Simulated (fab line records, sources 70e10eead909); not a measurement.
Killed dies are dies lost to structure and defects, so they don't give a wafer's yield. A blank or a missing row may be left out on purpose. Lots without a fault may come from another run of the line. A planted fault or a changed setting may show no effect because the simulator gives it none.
One fault seen from 2 desks | flow nand_harc | each desk has only its own numbers; what lay behind them comes last

THE METROLOGY DESK
What the gauges read, lot by lot, whatever tool the lot ran on: means of the sampled wafers that have a number. A lot is out of limits, marked OUT, if its mean lies more than 4 standard deviations from the usual mean; the brackets give that distance.
Columns: A = overlay_x_nm at NHARC_HYBRID_BOND_OVL_MEAS_05, usual -1 nm; B = overlay_y_nm at NHARC_HYBRID_BOND_OVL_MEAS_05, usual 1 nm
lot  | first seen here | A   | B
L773 | day 24 06:18    | -7  | 17
L775 | day 24 06:18    | -24 | 3
L774 | day 24 13:29    | -4  | -29
L776 | day 25 07:22    | 41  | -26
L777 | day 25 07:22    | -28 | 43
L778 | day 25 14:08    | -20 | 14
L783 | day 28 02:03    | 13  | 13
L784 | day 28 12:22    | 36  | -29
L788 | day 29 19:06    | -45 | -31
L790 | day 31 18:28    | 13  | -22
L793 | day 32 09:10    | 0   | 28
This desk's finding: nothing out of limits on any of the 11 lots.

THE TOOL OWNER'S DESK: wet_bench-09
The tool's own readings at NHARC_P_STI_PRECLEAN_32 (cleans in SC1): means of the sampled wafers that have a number, for each lot that ran on this tool. A lot is out of limits, marked OUT, if its mean lies more than 4 standard deviations from the usual mean; the brackets give that distance.
Columns: A = temp_c at NHARC_P_STI_PRECLEAN_32, usual 50.00 C
lot  | first seen here | A
L774 | day 3 09:58     | 49.96
L775 | day 3 20:23     | 50.11
L777 | day 4 12:51     | 50.01
L778 | day 4 22:17     | 49.94
L783 | day 7 01:42     | 49.95
L788 | day 9 03:38     | 50.07
L790 | day 9 18:04     | 49.93
L793 | day 11 13:12    | 50.15
This desk's finding: nothing out of limits on any of the 8 lots.

PUT TOGETHER
The metrology desk saw nothing out of limits.
The tool owner's desk saw nothing out of limits.

WHAT THE SIMULATOR HAD PUT IN
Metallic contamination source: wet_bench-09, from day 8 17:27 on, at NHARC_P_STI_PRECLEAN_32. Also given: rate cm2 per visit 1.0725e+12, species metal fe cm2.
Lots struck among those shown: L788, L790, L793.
